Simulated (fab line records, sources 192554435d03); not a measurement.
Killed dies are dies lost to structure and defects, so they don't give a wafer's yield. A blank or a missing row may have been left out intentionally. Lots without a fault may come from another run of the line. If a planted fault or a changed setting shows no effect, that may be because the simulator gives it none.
fab line records	flow n5_finfet
[record] lots = 7	wafers = 39
route steps=1938 shown FIN_SAQP@94 DUMMY_GATE@246 SD_EPI_N@278 SD_EPI_P@308 MOL_CONTACT_COAG@551
start_h: the number of hours between the record's first day and the start of the first shown wafer of the lot	wait_h: time in hours since the lot's previous step	" repeats the value in the row above	L1.1+2: several wafers, shown together as one row	- value missing, or start not given	* or withheld: withheld	< > ~ a bound
route shown NAME@n: names a module that has steps shown in the file, with the first one's number in the route	usual: average and standard deviation across the fault-free wafers	same: alike in all rows	chamber/n: place in a boat	sites: each site's reading	_std_site: the standard deviation of these	_edge_site: the outer-site mean with the inner-site mean subtracted	radius_mm: for every site, how far away it sits from the centre of the wafer	mask NAME#n: copy n	behind: the tool/chamber that last shaped the wafer	hold: reason for holding the lot/hours on hold/outcome of the hold	device: names the non-switching transistor (n, p or np)	end of line: at the end of the route, the tests of the same wafers	a step given without rows: its recipe and nothing more	killed: dies that structure and defects cost at the first sort, which is not the same as the wafer's yield	map: shows each die of a wafer: x if killed, . if not, _ if none is there
set.NAME: the run value of the setting; set.NAME@STEP: its run value at that earlier step	model.NAME: the simulator's own value behind a step, which no gauge read
lots run with intentionally changed settings; tables by step, rows by wafer
[[steps]]
[step N5_FIN_SAQP_ALD_61]
[recipe] material = SiO2	target_thk_a = 40	temp_c = 300	ald_precursor_family = BDEAS	ald_co_reactant = O2-plasma	pulse_time_s = 1	purge_time_s = 2	co_reactant_purge_time_s = 2	ald_cycles = 43	pressure_torr = 2
lot.wafer	tool	chamber	start_h	wait_h	set.temp_c	model.SiO2_of_FIN_SAQP_ALD_61.thk_nm
L074.1	ald_sin-03	2	22.19	0.0	300	3.983
L074.2	"	0	"	"	292.3	4.118
L074.3	"	3	"	"	300	4.005
L074.4	"	1	"	"	300	3.992
L074.5	"	1	"	"	292.3	4.119
L074.6	"	0	"	"	292.3	4.116
L075.1	ald_sin-02	3	27.03	0.0	312.5	3.929
L075.2	"	0	"	"	312.5	3.936
L075.3	"	1	"	"	300	3.99
L075.4	"	2	"	"	300	4.002
L075.5	"	0	"	"	312.5	3.928
L075.6	"	3	"	"	300	4.036
L077.1	ald_sin-04	0	39.50	0.0	300	4.014
L077.2	"	2	"	"	300	4.013
L077.3	"	3	"	"	308.3	3.955
L077.4	"	1	"	"	300	4.011
L077.5	"	3	"	"	308.3	3.948
L077.6	"	0	"	"	308.3	3.958
L087.1	ald_sin-03	1	98.87	0.0	291.4	4.146
L087.2	"	2	"	"	300	3.996
L087.3	"	3	"	"	291.4	4.118
L087.4	"	0	"	"	291.4	4.127
L087.5	"	0	"	"	300	4.002
L087.6	"	3	"	"	300	3.977
L090.1	ald_sin-02	1	117.08	0.0	300	3.999
L090.2	"	3	"	"	300	4.015
L090.5	"	1	"	"	300	4.014
L091.1+2	ald_sin-04	2,3	122.58	0.0	300	4.003
L091.3	"	0	"	"	300	4.02
L091.4	"	1	"	"	300	3.99
L091.5	"	2	"	"	300	3.986
L091.6	"	3	"	"	300	3.998
L097.1	ald_sin-02	0	158.84	0.0	300	4.023
L097.2	"	1	"	"	305.9	3.976
L097.3	"	2	"	"	305.9	3.995
L097.4	"	3	"	"	300	4.015
L097.5	"	0	"	"	300	4.001
L097.6	"	1	"	"	305.9	3.993
[step N5_DUMMY_GATE_ETCH_32]
[recipe] chemistry = CF4	target = SiO2	target_depth_a = 35	time_s = 3.9	ion_energy_ev = 350	pressure_mtorr = 10	icp_w = 800	bias_w = 400	cf4_flow_sccm = 80
lot.wafer	tool	chamber	start_h	wait_h	set.time_s	model.etch.depth_nm
L074.1	rie_si-03	1	48.68	0.1	3.9	3.44
L074.2	"	3	"	"	2.968	2.657
L074.3	"	2	"	"	2.968	2.763
L074.4	"	0	"	"	3.9	3.542
L074.5	"	0	"	"	2.968	2.702
L074.6	"	1	"	"	3.9	3.422
L075.1	rie_si-02	1	53.26	0.1	4.416	3.893
L075.2	"	2	"	"	3.9	3.439
L075.3	"	0	"	"	3.9	3.416
L075.4	"	3	"	"	3.9	3.509
L075.5	"	3	"	"	4.416	4.002
L075.6	"	0	"	"	4.416	3.86
L077.1	rie_si-02	3	66.12	0.1	4.728	4.288
L077.2	"	2	"	"	3.9	3.43
L077.3	"	0	"	"	3.9	3.465
L077.4	"	1	"	"	4.728	4.206
L077.5	"	3	"	"	4.728	4.319
L077.6	"	0	"	"	3.9	3.439
L087.1	rie_si-03	1	125.26	0.1	3.087	2.697
L087.2	"	3	"	"	3.9	3.475
L087.3	"	2	"	"	3.9	3.617
L087.4	"	0	"	"	3.087	2.764
L087.5	"	0	"	"	3.9	3.484
L087.6	"	3	"	"	3.087	2.755
L090.1	rie_si-03	3	144.87	0.1	3.9	3.433
L090.2	"	0	"	"	3.9	3.452
L090.5	"	0	"	"	3.9	3.487
L091.1	rie_si-01	0	149.98	0.1	3.339	2.908
L091.2	"	1	"	"	3.9	3.389
L091.3	"	2	"	"	3.339	3.031
L091.4	"	1	"	"	3.9	3.391
L091.5	"	0	"	"	3.339	2.946
L091.6	"	2	"	"	3.9	3.577
L097.1	rie_si-03	3	184.44	0.1	3.228	2.843
L097.2	"	1	"	"	3.228	2.767
L097.3	"	2	"	"	3.228	2.916
L097.4	"	0	"	"	3.9	3.456
L097.5	"	3	"	"	3.9	3.418
L097.6	"	2	"	"	3.9	3.517
[step N5_DUMMY_GATE_ETCH_42]
[recipe] chemistry = CHF3/O2	target = SiO2	target_depth_a = 35	time_s = 31	ion_energy_ev = 30	bias_w = 12	pressure_mtorr = 30	source_w = 600	Ar_flow_sccm = 200	CHF3_flow_sccm = 50	O2_flow_sccm = 5
[usual] rf_vpp_V = 42.5/1
lot.wafer	tool	chamber	start_h	wait_h	set.bias_w	rf_vpp_V
L074.1	rie_diel-06	3	49.03	0.1	12	42.7
L074.2	"	2	"	"	12	44.6
L074.3	"	0	"	"	12	41.0
L074.4	"	1	"	"	9.922	37.2
L074.5	"	3	"	"	9.922	36.3
L074.6	"	0	"	"	9.922	37.1
L075.1	rie_diel-03	1	53.52	0.1	13.79	47.0
L075.2	"	3	"	"	12	42.5
L075.3	"	2	"	"	12	43.1
L075.4	"	1	"	"	13.79	46.3
L075.5	"	2	"	"	12	42.1
L075.6	"	3	"	"	13.79	47.1
L077.1	rie_diel-05	3	66.37	0.0	10.07	35.8
L077.2	"	1	"	"	12	41.3
L077.3	"	0	"	"	12	42.4
L077.4	"	2	"	"	10.07	36.3
L077.5	"	0	"	"	12	43.1
L077.6	"	1	"	"	10.07	38.5
L087.1	rie_diel-03	2	125.51	0.0	12	44.1
L087.2	"	0	"	"	12	41.8
L087.3	"	3	"	"	12	42.8
L087.4	"	1	"	"	12	42.0
L087.5	"	0	"	"	12	43.4
L087.6	"	3	"	"	12	43.1
L090.1	rie_diel-06	0	145.24	0.2	12	41.4
L090.2	"	1	"	"	12	42.5
L090.5	"	3	"	"	12	41.6
L091.1	rie_diel-05	3	150.24	0.1	12	42.9
L091.2	"	0	"	"	12	42.6
L091.3	"	2	"	"	12	39.7
L091.4	"	1	"	"	12	42.5
L091.5	"	3	"	"	12	43.5
L091.6	"	0	"	"	12	43.1
L097.1	rie_diel-03	0	184.74	0.1	12	41.9
L097.2	"	2	"	"	11.07	39.6
L097.3	"	1	"	"	12	42.2
L097.4	"	0	"	"	11.07	39.2
L097.5	"	2	"	"	12	43.9
L097.6	"	1	"	"	11.07	38.1
[step N5_SD_EPI_N_ETCH_45]
[recipe] chemistry = CH3F/O2	target = SiOCN	target_depth_a = 60	mask_material = SOC	ion_energy_ev = 60	bias_w = 29	pressure_mtorr = 15	source_w = 410	Ar_flow_sccm = 150	CH3F_flow_sccm = 30	O2_flow_sccm = 20
lot.wafer	tool	chamber	start_h	wait_h	set.target_depth_a	model.etch.depth_nm
L074.1+6	rie_diel-02	0	50.87	0.1	63.14	6.182
L074.2	"	1	"	"	63.14	6.33
L074.3	"	3	"	"	60	6.062
L074.4	"	3	"	"	60	6.057
L074.5	"	1	"	"	60	5.978
L075.1	rie_diel-02	1	55.23	0.1	55.99	5.573
L075.2	"	3	"	"	55.99	5.608
L075.3	"	0	"	"	55.99	5.534
L075.4	"	0	"	"	60	5.926
L075.5	"	1	"	"	60	5.996
L075.6	"	3	"	"	60	6.042
L077.1	rie_diel-02	1	68.21	0.1	60	6.071
L077.2	"	0	"	"	62.67	6.12
L077.3	"	2	"	"	60	6.067
L077.4	"	3	"	"	62.67	6.321
L077.5	"	3	"	"	62.67	6.368
L077.6	"	2	"	"	60	6.055
L087.1	rie_diel-01	2	127.91	0.1	55.53	5.621
L087.2	"	0	"	"	55.53	5.578
L087.3	"	2	"	"	60	6.083
L087.4	"	0	"	"	60	6.051
L087.5	"	0	"	"	55.53	5.616
L087.6	"	2	"	"	60	6.068
L090.1	rie_diel-04	1	147.09	0.1	60	5.898
L090.2	"	0	"	"	60	6.07
L090.5	"	1	"	"	60	5.873
L091.1	rie_diel-01	2	153.00	0.1	60	6.092
L091.2	"	3	"	"	60	6.019
L091.3	"	1	"	"	60	6.035
L091.4	"	0	"	"	60	6.046
L091.5+6	"	2,1	"	"	60	6.027
L097.1	rie_diel-01	3	186.47	0.1	60	5.996
L097.2	"	0	"	"	55.58	5.516
L097.3	"	2	"	"	55.58	5.576
L097.4	"	1	"	"	55.58	5.535
L097.5	"	3	"	"	60	5.995
L097.6	"	2	"	"	60	6.043
[step N5_SD_EPI_P_ETCH_37]
[recipe] chemistry = N2/H2	target = SOC	overetch_a = 1080	mask_material = SiARC	temp_c = 40	ion_energy_ev = 100	source_w = 3000	bias_w = 133	pressure_mtorr = 20	time_s = 486	n2_flow_sccm = 200	h2_flow_sccm = 200	ends = end_point
[usual] rf_vpp_V = 241.3/1.4
lot.wafer	tool	chamber	start_h	wait_h	set.source_w	rf_vpp_V	model.SiARC_of_SD_EPI_P_COAT_35.thk_nm
L074.1	rie_diel-06	0	55.04	0.0	3000	241.9	19.8
L074.2	"	3	"	"	2706	248.5	20.4
L074.3	"	2	"	"	3000	240.5	19.2
L074.4	"	1	"	"	2706	251.6	20.6
L074.5	"	3	"	"	3000	240.3	19.4
L074.6	"	0	"	"	2706	248.0	20.8
L075.1	rie_diel-03	3	60.62	0.0	3000	239.9	19.2
L075.2	"	2	"	"	3536	229.2	17
L075.3	"	1	"	"	3000	241.3	20.4
L075.4	"	2	"	"	3536	230.0	16.8
L075.5	"	1	"	"	3000	243.8	20.2
L075.6	"	3	"	"	3536	227.7	17.2
L077.1	rie_diel-05	3	75.50	0.0	3302	233.5	18.4
L077.2	"	0	"	"	3302	234.3	19.2
L077.3	"	1	"	"	3000	243.3	20
L077.4	"	1	"	"	3302	234.9	18.6
L077.5	"	3	"	"	3000	241.8	19.6
L077.6	"	0	"	"	3000	242.6	20.2
L087.1	rie_diel-03	3	132.49	0.0	3000	240.3	19.8
L087.2	"	2	"	"	3279	235.5	18.4
L087.3	"	0	"	"	3279	233.9	18.2
L087.4	"	1	"	"	3279	235.3	19.6
L087.5	"	3	"	"	3000	240.4	19.8
L087.6	"	0	"	"	3000	242.3	19.4
L090.1	rie_diel-05	3	151.22	0.0	3000	242.2	19
L090.2	"	2	"	"	3000	237.9	20
L090.5	"	3	"	"	3000	241.9	19
L091.1	rie_diel-05	1	157.27	0.0	3000	242.8	20
L091.2	"	2	"	"	3000	238.9	20
L091.3	"	3	"	"	3449	229.2	17.4
L091.4	"	1	"	"	3449	229.9	18.2
L091.5	"	2	"	"	3449	228.3	18.2
L091.6	"	3	"	"	3000	241.3	19.2
L097.1	rie_diel-03	2	191.41	0.0	3000	242.4	19.4
L097.2	"	0	"	"	3000	240.7	19.2
L097.3	"	1	"	"	3000	241.1	20.4
L097.4	"	2	"	"	3000	243.8	19.4
L097.5	"	0	"	"	3000	240.9	19.2
L097.6	"	1	"	"	3000	243.0	20.4
[step N5_MOL_CONTACT_COAG_SPUTTER_130]
[recipe] material = Co	target_thk_a = 475	temp_c = 25	chamber_pressure_pa = 0.5	power_w = 3000
lot.wafer	tool	chamber	start_h	wait_h	set.power_w	model.Co_of_MOL_CONTACT_COAG_SPUTTER_130.thk_nm
L074.1	pvd_sputter-02	-	93.69	0.0	2733	42.6
L074.2	"	-	"	"	2733	43.2
L074.3	"	-	"	"	3000	47.8
L074.4	"	-	"	"	3000	48
L074.5	"	-	"	"	2733	43.6
L074.6	"	-	"	"	3000	47.6
L075.1+2	pvd_sputter-03	-	100.20	0.0	3399	54.4
L075.3+4	"	-	"	"	3000	48
L075.5	"	-	"	"	3000	48.4
L075.6	"	-	"	"	3399	54.2
L077.1	pvd_sputter-02	-	115.41	0.0	3000	47.6
L077.2+6	"	-	"	"	3568	56
L077.3	"	-	"	"	3000	47.2
L077.4	"	-	"	"	3568	56.2
L077.5	"	-	"	"	3000	47
L087.1+4	pvd_sputter-03	-	174.45	0.0	2590	40.8
L087.2+6	"	-	"	"	3000	47.4
L087.3	"	-	"	"	2590	41
L087.5	"	-	"	"	3000	47.2
L090.1	pvd_sputter-03	-	188.86	0.0	3000	46.4
L090.2+5	"	-	"	"	3000	47
L091.1+6	pvd_sputter-03	-	198.05	0.0	3000	47.8
L091.2	"	-	"	"	2813	44.8
L091.3	"	-	"	"	3000	47.2
L091.4	"	-	"	"	2813	44.4
L091.5	"	-	"	"	2813	44.6
L097.1	pvd_sputter-03	-	233.77	0.0	3000	47.4
L097.2+5	"	-	"	"	3000	47.6
L097.3+4	"	-	"	"	3000	47.8
L097.6	"	-	"	"	3000	47.2
[[key]]
[split] step = N5_FIN_SAQP_ALD_61	setting = temp_c	stated = 300	by = wafer
[response] step = N5_FIN_SAQP_ALD_61	reading = model.SiO2_of_FIN_SAQP_ALD_61.thk_nm	change = -0.0288	per = 1%	r = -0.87
[split] step = N5_DUMMY_GATE_ETCH_32	setting = time_s	stated = 3.9	by = wafer
[response] step = N5_DUMMY_GATE_ETCH_32	reading = model.etch.depth_nm	change = +0.0356	per = 1%	r = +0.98
[split] step = N5_DUMMY_GATE_ETCH_42	setting = bias_w	stated = 12	by = wafer
[response] step = N5_DUMMY_GATE_ETCH_42	reading = rf_vpp_V	change = +0.332	per = 1%	r = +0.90
[split] step = N5_SD_EPI_N_ETCH_45	setting = target_depth_a	stated = 60	by = wafer
[response] step = N5_SD_EPI_N_ETCH_45	reading = model.etch.depth_nm	change = +0.0577	per = 1%	r = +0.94
[split] step = N5_SD_EPI_P_ETCH_37	setting = source_w	stated = 3000	by = wafer
[response] step = N5_SD_EPI_P_ETCH_37	reading = rf_vpp_V	change = -0.758	per = 1%	r = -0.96
[response] step = N5_SD_EPI_P_ETCH_37	reading = model.SiARC_of_SD_EPI_P_COAT_35.thk_nm	change = -0.134	per = 1%	r = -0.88
[split] step = N5_MOL_CONTACT_COAG_SPUTTER_130	setting = power_w	stated = 3000	by = wafer
[response] step = N5_MOL_CONTACT_COAG_SPUTTER_130	reading = model.Co_of_MOL_CONTACT_COAG_SPUTTER_130.thk_nm	change = +0.473	per = 1%	r = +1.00
